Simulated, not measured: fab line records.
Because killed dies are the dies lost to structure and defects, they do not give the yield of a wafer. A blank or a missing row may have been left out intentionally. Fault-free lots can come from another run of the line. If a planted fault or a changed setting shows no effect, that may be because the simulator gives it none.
fab line records	flow n5-finfet	part 1 of 2: steps 1 to 23 of 28
[record] lots = 5	wafers = 15	last-day = 18
route steps=1938 shown DUMMY_GATE@219
lots that met no fault: from a run of the same line without faults
start-h: the number of hours between the record's first day and the start of the first shown wafer of the lot	wait-h: how many hours have passed since the lot's step before this one	" the same as in the row above	L1.1+2: several wafers, shown together as one row	- either no value or no given start	* or withheld: withheld	< > ~ a bound
route shown NAME@n: NAME is a module with steps in the file, n the number in the route of the first one	usual: mean/standard deviation taken from wafers without a fault	same: alike in all rows	chamber/n: place in a boat	sites: readings site by site	_std_site: the values' standard deviation	_edge_site: outer sites' mean less inner sites'	radius-mm: how far each site lies from the wafer's centre	mask NAME#n: copy n	behind: the tool/chamber that last shaped the wafer	hold: why the lot was held/for how many hours/how that ended	device: names the non-switching transistor (n, p or np)	end of line: tests of these same wafers at the route's end	step lacking rows: just its recipe	killed: dies that structure and defects cost at the first sort, which is not the same as the wafer's yield	map: a wafer's dies, marking killed ones x, the rest . and places with no die _
set.NAME: the run value of the setting; set.NAME@STEP: its run value at that earlier step	model.NAME: the simulator's own value behind a step, which no gauge read
certain route steps with their lots: each step a table, each wafer a row
services: the hour from which a tool's chamber was out of use, counted from the record's first day as start-h (under 0 if before that day), plus the number of hours and why
[[steps]]
[step N5_DUMMY_GATE_THK_MEAS_05]
[usual] thk-nm = 72.3/0.95
lot.wafer	tool	chamber	start-h	wait-h	thk-nm
L075.2	film-metro-01	-	47.82	0.1	72.8
L075.4	"	-	"	"	74.9
L075.6	"	-	"	"	73.5
L084.2	film-metro-01	-	106.65	0.2	71.5
L084.3	"	-	"	"	73.4
L084.5	"	-	"	"	72.3
L090.1	film-metro-01	-	139.61	0.2	70.9
L090.3	"	-	"	"	73.4
L090.5	"	-	"	"	72.4
L093.1	film-metro-02	-	155.43	0.2	71.3
L093.3	"	-	"	"	73.0
L093.6	"	-	"	"	72.9
L095.1	film-metro-01	-	168.67	0.1	73.2
L095.4	"	-	"	"	73.4
L095.6	"	-	"	"	73.8
[step N5_DUMMY_GATE_HM_DEP_06]
[recipe] material = SiNx	target-thk-a = 800	precursor = DCS/NH3	temp-c = 700	pressure-mtorr = 300	time-s = 5141
[usual] pressure-mtorr = 299.9/0.33
lot.wafer	tool	chamber	start-h	wait-h	pressure-mtorr
L075.2	lpcvd-02	1/45	47.85	0.0	299.7
L075.4	"	1/54	"	"	299.7
L075.6	"	1/64	"	"	299.7
L084.2	lpcvd-01	0/70	106.68	0.0	299.7
L084.3	"	0/75	"	"	299.7
L084.5	"	0/84	"	"	299.7
L090.1	lpcvd-02	1/65	139.64	0.0	299.4
L090.3	"	1/75	"	"	299.4
L090.5	"	1/84	"	"	299.4
L093.1	lpcvd-02	0/90	155.45	0.0	299.9
L093.3	"	0/100	"	"	299.9
L093.6	"	0/114	"	"	299.9
L095.1	lpcvd-02	1/65	168.70	0.0	300.3
L095.4	"	1/79	"	"	300.3
L095.6	"	1/89	"	"	300.3
[step N5_DUMMY_GATE_PECVD_30]
[recipe] material = SiO2	target-thk-a = 550	temp-c = 400	precursor = TEOS/O2	pressure-torr = 6.5	rf-w = withheld	teos-flow-sccm = withheld	gas = O2	flow-sccm = 2650	time-s = 10.8
lot.wafer	tool	chamber	start-h	wait-h
L075.2+4+6	pecvd-02	2,0,1	51.79	0.0
L084.2+3+5	pecvd-02	1,0,0	110.62	0.0
L090.1+3+5	pecvd-02	0,1,0	143.60	0.1
L093.1+3+6	pecvd-01	2,1,1	159.41	0.0
L095.1+4+6	pecvd-01	2,0,1	174.60	0.0
[step N5_DUMMY_GATE_COAT_34]
[recipe] resist = SOC	temp-c = 250	time-s = 60	spin-rpm = 1500	resist-thk-nm = 60
lot.wafer	tool	chamber	start-h	wait-h
L075.2+4+6	litho-track-01	0	51.85	0.0
L084.2+3+5	litho-track-02	0	110.68	0.0
L090.1+3+5	litho-track-02	0	143.66	0.0
L093.1+3+6	litho-track-02	0	159.47	0.0
L095.1+4+6	litho-track-04	0	174.65	0.0
[step N5_DUMMY_GATE_COAT_35]
[recipe] resist = SiARC	temp-c = 220	time-s = 60	spin-rpm = 1500	resist-thk-nm = 10
lot.wafer	tool	chamber	start-h	wait-h
L075.2+4+6	litho-track-01	0	-	-
L084.2+3+5	litho-track-02	0	-	-
L090.1+3+5	litho-track-02	0	-	-
L093.1+3+6	litho-track-02	0	-	-
L095.1+4+6	litho-track-04	0	-	-
[step N5_DUMMY_GATE_COAT_28]
[recipe] resist = underlayer	temp-c = 205	time-s = 60	spin-rpm = 1500	resist-thk-nm = 10
lot.wafer	tool	chamber	start-h	wait-h
L075.2+4+6	litho-track-01	0	-	-
L084.2+3+5	litho-track-02	0	-	-
L090.1+3+5	litho-track-02	0	-	-
L093.1+3+6	litho-track-02	0	-	-
L095.1+4+6	litho-track-04	0	-	-
[step N5_DUMMY_GATE_COAT_09]
[recipe] resist = CAR-EUV	spin-rpm = 1500	resist-thk-nm = 30
lot.wafer	tool	chamber	start-h	wait-h
L075.2+4+6	litho-track-01	0	-	-
L084.2+3+5	litho-track-02	0	-	-
L090.1+3+5	litho-track-02	0	-	-
L093.1+3+6	litho-track-02	0	-	-
L095.1+4+6	litho-track-04	0	-	-
[step N5_DUMMY_GATE_EBR_11]
[recipe] solvent = PGMEA	ebr-width-mm = 1.5
[same] ebr-width-mm = 1.5
lot.wafer	tool	chamber	start-h	wait-h
L075.2+4+6	litho-track-01	0	-	-
L084.2+3+5	litho-track-02	0	-	-
L090.1+3+5	litho-track-02	0	-	-
L093.1+3+6	litho-track-02	0	-	-
L095.1+4+6	litho-track-04	0	-	-
[step N5_DUMMY_GATE_SOFTBAKE_10]
[recipe] temp-c = 110	time-s = 60	resist = CAR-EUV
lot.wafer	tool	chamber	start-h	wait-h
L075.2+4+6	litho-track-01	0	-	-
L084.2+3+5	litho-track-02	0	-	-
L090.1+3+5	litho-track-02	0	-	-
L093.1+3+6	litho-track-02	0	-	-
L095.1+4+6	litho-track-04	0	-	-
[step N5_DUMMY_GATE_EXPOSE_12]
[recipe] mask-id = GATE	na = 0.33	source-shape = annular	sigma-inner = 0.2	sigma-outer = 0.6	polarization = unpolarized	target-cd-nm = 25	dose-mj = 34
[same] sigma-outer = 0.6
lot.wafer	tool	chamber	start-h	wait-h	mask
L075.2+4+6	euv-scanner-01	0	51.99	-	GATE#0
L084.2+3+5	euv-scanner-01	0	110.87	-	GATE#0
L090.1+3+5	euv-scanner-02	0	143.92	-	GATE#0
L093.1+3+6	euv-scanner-01	0	159.73	-	GATE#0
L095.1+4+6	euv-scanner-01	0	174.79	-	GATE#0
[step N5_DUMMY_GATE_PEB_13]
[recipe] peb-temp-c = 100	peb-time-s = 60	resist = CAR-EUV
lot.wafer	tool	chamber	start-h	wait-h
L075.2+4+6	litho-track-02	0	52.04	0.0
L084.2+3+5	litho-track-04	0	110.93	0.0
L090.1+3+5	litho-track-01	0	143.98	0.1
L093.1+3+6	litho-track-02	0	159.79	0.1
L095.1+4+6	litho-track-02	0	174.85	0.1
[step N5_DUMMY_GATE_DEVELOP_14]
[recipe] develop-time-s = 30	developer = TMAH	resist = CAR-EUV	rinse-liquid = surfactant-rinse	dry = air-spin	dev-temp-c = 23
lot.wafer	tool	chamber	start-h	wait-h
L075.2+4+6	litho-track-02	0	-	-
L084.2+3+5	litho-track-04	0	-	-
L090.1+3+5	litho-track-01	0	-	-
L093.1+3+6	litho-track-02	0	-	-
L095.1+4+6	litho-track-02	0	-	-
[step N5_DUMMY_GATE_CD_MEAS_15]
[recipe] target-cd-nm = 25.8	landing-energy-ev = 500	detector = se-inlens
[usual] cd-nm = 24.93/0.26
lot.wafer	tool	chamber	start-h	wait-h	cd-nm
L075.2	cd-sem-02	0	52.11	-	24.40
L075.4	"	0	"	"	24.65
L075.6	"	0	"	"	24.93
L084.2	cd-sem-03	0	110.99	-	24.49
L084.3	"	0	"	"	24.42
L084.5	"	0	"	"	24.91
L090.1	cd-sem-03	0	144.05	-	24.89
L090.3	"	0	"	"	24.91
L090.5	"	0	"	"	24.99
L093.1	cd-sem-01	0	159.86	-	25.03
L093.3	"	0	"	"	24.56
L093.6	"	0	"	"	25.16
L095.1	cd-sem-03	0	174.92	-	25.43
L095.4	"	0	"	"	25.19
L095.6	"	0	"	"	25.28
[step N5_DUMMY_GATE_OVL_MEAS_16]
[recipe] points-per-wafer = 522
[usual] GATE_OVL = -0.2/0.76
[same] points-per-wafer = 522
lot.wafer	tool	chamber	start-h	wait-h	GATE_OVL[nm]
L075.2	overlay-01	0	52.15	0.0	-0.1
L075.4	"	0	"	"	-0.3
L075.6	"	0	"	"	-0.5
L084.2	overlay-02	0	111.04	0.0	0.7
L084.3	"	0	"	"	0.6
L084.5	"	0	"	"	-0.1
L090.1	overlay-01	0	144.09	0.0	-1.7
L090.3	"	0	"	"	-1.5
L090.5	"	0	"	"	-0.9
L093.1	overlay-01	0	159.90	0.0	0.5
L093.3	"	0	"	"	1.0
L093.6	"	0	"	"	0.6
L095.1	overlay-01	0	174.96	0.0	0.4
L095.4	"	0	"	"	0.1
L095.6	"	0	"	"	-0.8
[step N5_DUMMY_GATE_INSPECT_17]
[recipe] mode = adi	inspect-instrument = brightfield
[usual] raw-defect-count = 201/54
lot.wafer	tool	chamber	start-h	wait-h	raw-defect-count
L075.2	defect-inspect-01	-	52.21	0.0	270
L075.4	"	-	"	"	347
L075.6	"	-	"	"	194
L084.2	defect-inspect-01	-	111.09	0.0	127
L084.3	"	-	"	"	112
L084.5	"	-	"	"	142
L090.1	defect-inspect-02	-	144.15	0.1	200
L090.3	"	-	"	"	166
L090.5	"	-	"	"	259
L093.1	defect-inspect-01	-	159.96	0.1	256
L093.3	"	-	"	"	282
L093.6	"	-	"	"	285
L095.1	defect-inspect-02	-	175.02	0.1	110
L095.4	"	-	"	"	129
L095.6	"	-	"	"	147
[step N5_DUMMY_GATE_DESCUM_20]
[recipe] chemistry = O2	time-s = 6.2	source-power-w = 50	bias-power-w = 20	pressure-mtorr = 20	rf-frequency-hz = 2.712e+07	temp-c = 40	resist = CAR-EUV	o2-flow-sccm = 225
[usual] drypump-motor-current-A = 5.80/0.26	oes-product-au = 0.79/0.099	rf-fwd-power-W = 49.65/0.17	rf-vpp-V = 243.7/1.4	showerhead-plenum-p-Torr = 2.12/0.075	throttle-valve-pct = 20.37/0.28
lot.wafer	tool	chamber	start-h	wait-h	drypump-motor-current-A	oes-product-au	rf-fwd-power-W	rf-hours-counter-h	rf-vpp-V	showerhead-plenum-p-Torr	throttle-valve-pct
L075.2	rie-diel-05	1	52.45	0.2	5.92	0.73	49.50	165	243.8	2.19	20.81
L075.4	"	2	"	"	6.07	0.74	49.76	158	241.8	1.99	20.51
L075.6	"	1	"	"	5.92	0.73	49.73	-	243.6	2.19	20.82
L084.2	rie-diel-03	1	111.72	0.6	6.32	0.75	49.86	143	244.7	2.19	20.11
L084.3	"	0	"	"	5.60	0.97	49.64	14	243.8	2.16	20.31
L084.5	"	2	"	"	5.72	0.93	49.91	-	246.0	2.23	20.01
L090.1	rie-diel-06	2	144.19	0.0	5.85	0.76	49.70	155	241.9	2.10	20.61
L090.3	"	3	"	"	5.86	0.89	49.74	42	242.5	2.03	19.96
L090.5	"	3	"	"	5.86	0.88	49.82	-	242.0	2.03	19.95
L093.1	rie-diel-05	3	160.00	0.0	5.62	0.90	49.66	17	244.0	2.12	20.28
L093.3	"	1	"	"	5.90	0.70	49.56	201	245.1	2.18	20.88
L093.6	"	2	"	"	6.04	0.71	49.57	-	241.1	1.98	20.56
L095.1	rie-diel-06	3	175.05	0.0	5.85	0.87	49.80	51	242.4	2.03	19.95
L095.4	"	0	"	"	6.09	0.72	49.70	-	244.0	2.05	20.41
L095.6	"	3	"	"	5.87	0.87	49.57	-	240.5	2.03	19.96
[step N5_DUMMY_GATE_ETCH_29]
[recipe] chemistry = N2/H2	target = underlayer	target-depth-a = 130	ion-energy-ev = 200	pressure-mtorr = 30	source-w = 840	bias-w = 150	n2-flow-sccm = 200	h2-flow-sccm = 200
[usual] bias-w = 150.0/0.43	drypump-motor-current-A = 5.81/0.26	oes-product-au = 0.78/0.1	rf-fwd-power-W = 831/3.3	rf-vpp-V = 525.0/2.4	showerhead-plenum-p-Torr = 2.58/0.079	throttle-valve-pct = 17.9/0.3
lot.wafer	tool	chamber	start-h	wait-h	bias-w	drypump-motor-current-A	oes-product-au	rf-fwd-power-W	rf-hours-counter-h	rf-vpp-V	showerhead-plenum-p-Torr	throttle-valve-pct
L075.2	rie-diel-05	1	52.51	0.0	150.8	5.96	0.73	831	165	527.2	2.65	18.2
L075.4	"	2	"	"	150.0	6.06	0.73	834	158	519.7	2.45	18.2
L075.6	"	1	"	"	149.8	5.94	0.73	826	-	525.4	2.65	18.2
L084.2	rie-diel-03	1	111.79	0.0	150.3	6.34	0.73	838	143	526.9	2.65	17.5
L084.3	"	0	"	"	149.9	5.61	0.97	824	14	525.8	2.62	17.9
L084.5	"	2	"	"	150.0	5.72	0.92	834	-	527.3	2.70	17.4
L090.1	rie-diel-06	2	144.25	0.0	150.0	5.84	0.77	830	155	523.7	2.55	18.2
L090.3	"	3	"	"	150.4	5.87	0.89	834	42	522.2	2.47	17.3
L090.5	"	3	"	"	150.4	5.87	0.88	827	-	522.1	2.47	17.3
L093.1	rie-diel-05	3	160.06	0.0	150.0	5.63	0.92	830	17	526.1	2.58	17.7
L093.3	"	1	"	"	150.4	5.95	0.71	834	201	527.0	2.63	18.3
L093.6	"	2	"	"	150.2	6.05	0.70	833	-	518.7	2.43	18.2
L095.1	rie-diel-06	3	175.11	0.0	150.2	5.85	0.87	833	51	521.7	2.47	17.3
L095.4	"	0	"	"	150.5	6.08	0.72	828	-	523.0	2.51	17.9
L095.6	"	3	"	"	150.6	5.86	0.87	829	-	522.6	2.47	17.3
[step N5_DUMMY_GATE_ETCH_36]
[recipe] chemistry = CF4	target = SiARC	target-depth-a = 130	pressure-mtorr = 40	source-w = 545	bias-w = 36	Ar_flow_sccm = 100	cf4-flow-sccm = 100	ion-energy-ev = 80
[usual] bias-w = 35.99/0.12	drypump-motor-current-A = 5.80/0.26	oes-product-au = 0.78/0.1	rf-fwd-power-W = 539.0/2.3	rf-vpp-V = 184.5/1.2	showerhead-plenum-p-Torr = 2.18/0.066	throttle-valve-pct = 15.59/0.27
lot.wafer	tool	chamber	start-h	wait-h	bias-w	drypump-motor-current-A	oes-product-au	rf-fwd-power-W	rf-hours-counter-h	rf-vpp-V	showerhead-plenum-p-Torr	throttle-valve-pct
L075.2	rie-diel-05	1	52.55	0.0	36.08	5.93	0.73	537.7	165	185.4	2.23	15.87
L075.4	"	2	"	"	35.74	6.08	0.74	537.2	158	182.4	2.06	15.86
L075.6	"	1	"	"	36.01	5.93	0.73	539.8	-	185.6	2.23	15.86
L084.2	rie-diel-03	1	111.83	0.0	35.99	6.34	0.72	542.0	143	185.4	2.22	15.27
L084.3	"	0	"	"	35.86	5.61	0.96	534.8	14	186.1	2.20	15.41
L084.5	"	2	"	"	36.09	5.70	0.92	542.5	-	185.9	2.28	15.27
L090.1	rie-diel-06	2	144.29	0.0	36.05	5.82	0.76	537.6	155	184.6	2.14	15.76
L090.3	"	3	"	"	35.97	5.86	0.88	541.6	42	182.4	2.08	15.15
L090.5	"	3	"	"	36.01	5.85	0.89	542.1	-	184.6	2.08	15.14
L093.1	rie-diel-05	3	160.10	0.0	36.08	5.61	0.92	536.9	17	184.5	2.19	15.49
L093.3	"	1	"	"	35.73	5.92	0.70	537.4	201	184.6	2.21	15.93
L093.6	"	2	"	"	35.93	6.06	0.70	535.9	-	182.5	2.05	15.94
L095.1	rie-diel-06	3	175.15	0.0	35.98	5.84	0.87	542.5	51	183.4	2.08	15.14
L095.4	"	0	"	"	36.12	6.08	0.72	539.0	-	184.0	2.13	15.79
L095.6	"	3	"	"	35.98	5.86	0.87	540.8	-	184.3	2.08	15.14
[step N5_DUMMY_GATE_ETCH_37]
[recipe] chemistry = N2/H2	target = SOC	target-depth-a = 600	overetch-a = 300	temp-c = 40	ion-energy-ev = 200	pressure-mtorr = 30	source-w = 840	bias-w = 150	n2-flow-sccm = 200	h2-flow-sccm = 200
[usual] bias-w = 150.0/0.43	drypump-motor-current-A = 5.81/0.26	oes-product-au = 0.62/0.075	rf-fwd-power-W = 830/3.4	rf-vpp-V = 524.9/2.5	showerhead-plenum-p-Torr = 2.58/0.079	throttle-valve-pct = 17.8/0.3
lot.wafer	tool	chamber	start-h	wait-h	bias-w	drypump-motor-current-A	oes-product-au	rf-fwd-power-W	rf-hours-counter-h	rf-vpp-V	showerhead-plenum-p-Torr	throttle-valve-pct
L075.2	rie-diel-05	1	52.59	0.0	150.2	5.94	0.58	829	165	527.3	2.65	18.1
L075.4	"	2	"	"	150.1	6.09	0.58	829	158	522.0	2.45	18.1
L075.6	"	1	"	"	149.6	5.90	0.57	831	-	527.4	2.65	18.1
L084.2	rie-diel-03	1	111.87	0.0	149.6	6.35	0.59	831	143	526.1	2.65	17.5
L084.3	"	0	"	"	149.1	5.60	0.75	828	14	524.9	2.62	17.8
L084.5	"	2	"	"	149.3	5.72	0.72	834	-	528.9	2.70	17.4
L090.1	rie-diel-06	2	144.33	0.0	150.5	5.83	0.60	829	155	523.7	2.55	18.1
L090.3	"	3	"	"	149.5	5.87	0.70	831	42	522.9	2.47	17.3
L090.5	"	3	"	"	150.3	5.87	0.70	829	-	523.0	2.47	17.3
L093.1	rie-diel-05	3	160.14	0.0	149.3	5.62	0.72	827	18	525.6	2.58	17.6
L093.3	"	1	"	"	151.2	5.92	0.56	831	201	526.5	2.63	18.2
L093.6	"	2	"	"	150.2	6.04	0.56	831	-	519.7	2.43	18.2
L095.1	rie-diel-06	3	175.19	0.0	150.0	5.85	0.69	834	51	523.6	2.47	17.3
L095.4	"	0	"	"	149.6	6.11	0.57	830	-	522.3	2.51	17.8
L095.6	"	3	"	"	149.2	5.86	0.68	831	-	521.8	2.47	17.3
[step N5_DUMMY_GATE_STRIP_38]
[recipe] chemistry = N2/H2	temp-c = 40	n2-flow-sccm = 200	h2-flow-sccm = 200	rf-frequency-hz = 6e+07
lot.wafer	tool	chamber	start-h	wait-h
L075.2+4+6	rie-diel-05	1,2,1	52.63	0.0
L084.2+3+5	rie-diel-03	1,0,2	111.91	0.0
L090.1+3+5	rie-diel-06	2,3,3	144.37	0.0
L093.1+3+6	rie-diel-05	3,1,2	160.18	0.0
L095.1+4+6	rie-diel-06	3,0,3	175.23	0.0
[step N5_DUMMY_GATE_STRIP_39]
[recipe] chemistry = N2/H2	temp-c = 40	n2-flow-sccm = 200	h2-flow-sccm = 200	rf-frequency-hz = 6e+07
lot.wafer	tool	chamber	start-h	wait-h
L075.2+4+6	rie-diel-05	1,2,1	52.64	0.0
L084.2+3+5	rie-diel-03	1,0,2	111.92	0.0
L090.1+3+5	rie-diel-06	2,3,3	144.38	0.0
L093.1+3+6	rie-diel-05	3,1,2	160.19	0.0
L095.1+4+6	rie-diel-06	3,0,3	175.24	0.0
[step N5_DUMMY_GATE_TRIM_49]
[recipe] chemistry = O2	resist = SOC	time-s = 29	target-cd-nm = 14	source-power-w = 300	bias-power-w = 0	O2_flow_sccm = 100	temp-c = 20
[usual] drypump-motor-current-A = 5.8/0.5	oes-product-au = 1.002/0.02	rf-fwd-power-W = 298.2/1	throttle-valve-pct = 8.17/0.13
lot.wafer	tool	chamber	start-h	wait-h	drypump-motor-current-A	oes-product-au	rf-fwd-power-W	rf-hours-counter-h	throttle-valve-pct
L075.2	rie-si-03	3	52.67	0.0	6.1	0.986	298.5	103	8.21
L075.4	"	0	"	"	4.7	1.021	299.1	11	8.04
L075.6	"	0	"	"	4.7	1.028	298.1	-	8.06
L084.2	rie-si-03	2	111.95	0.0	5.5	1.017	296.5	159	8.25
L084.3	"	0	"	"	4.7	1.010	299.1	12	8.06
L084.5	"	1	"	"	5.2	1.002	301.3	-	8.14
L090.1	rie-si-01	3	144.42	0.0	6.7	1.015	298.8	196	8.12
L090.3	"	0	"	"	6.1	1.027	300.1	149	8.18
L090.5	"	1	"	"	5.4	0.991	299.3	-	8.03
L093.1	rie-si-03	2	160.22	0.0	5.5	1.025	298.5	160	8.24
L093.3	"	3	"	"	6.1	0.985	298.3	105	8.21
L093.6	"	2	"	"	5.4	1.019	297.7	-	8.24
L095.1	rie-si-02	0	175.28	0.0	5.6	1.008	297.8	46	8.12
L095.4	"	1	"	"	6.4	1.028	297.9	42	8.08
L095.6	"	1	"	"	6.4	1.026	299.6	-	8.09
[step N5_DUMMY_GATE_STRIP_40]
[recipe] chemistry = CF4	resist = SiARC	power-w = 300	bias-power-w = 75	pressure-mtorr = 50	cf4-flow-sccm = 150	rf-frequency-hz = 6e+07
[usual] drypump-motor-current-A = 5.79/0.28	oes-product-au = 0.79/0.086	power-w = 300.0/0.93	rf-fwd-power-W = 292.3/0.89	rf-vpp-V = 271.7/1.6	showerhead-plenum-p-Torr = 1.82/0.059	throttle-valve-pct = 13.53/0.27
lot.wafer	tool	chamber	start-h	wait-h	drypump-motor-current-A	oes-product-au	power-w	rf-fwd-power-W	rf-hours-counter-h	rf-vpp-V	showerhead-plenum-p-Torr	throttle-valve-pct
L075.2	rie-diel-05	0	52.88	0.2	5.62	0.69	300.4	291.5	215	271.3	1.85	13.55
L075.4	"	3	"	"	5.61	0.67	299.2	292.8	239	272.1	1.84	13.92
L075.6	"	2	"	"	6.06	0.73	299.0	291.1	-	267.8	1.73	13.82
L084.2	rie-diel-06	0	112.05	0.1	6.11	0.73	300.5	291.6	189	271.4	1.78	13.72
L084.3	"	1	"	"	5.42	0.77	299.9	292.9	134	272.5	1.87	13.63
L084.5	"	2	"	"	5.83	0.76	300.4	293.0	-	271.4	1.80	13.74
L090.1	rie-diel-03	2	144.52	0.1	5.70	0.89	299.3	292.7	36	271.8	1.91	13.24
L090.3	"	1	"	"	6.34	0.73	300.7	292.3	152	271.5	1.85	13.28
L090.5	"	1	"	"	6.37	0.74	299.4	292.2	-	270.7	1.85	13.27
L093.1	rie-diel-03	0	160.32	0.1	5.61	0.90	299.7	292.4	28	273.5	1.85	13.38
L093.3	"	2	"	"	5.71	0.88	299.2	292.6	41	274.9	1.91	13.23
L093.6	"	0	"	"	5.60	0.90	300.1	292.7	-	274.2	1.84	13.39
L095.1	rie-diel-05	2	175.46	0.1	6.06	0.70	299.3	292.2	198	270.8	1.72	13.92
L095.4	"	3	"	"	5.62	0.88	299.9	292.0	-	272.7	1.83	13.47
L095.6	"	1	"	"	5.91	0.69	300.3	292.7	-	273.1	1.85	13.93
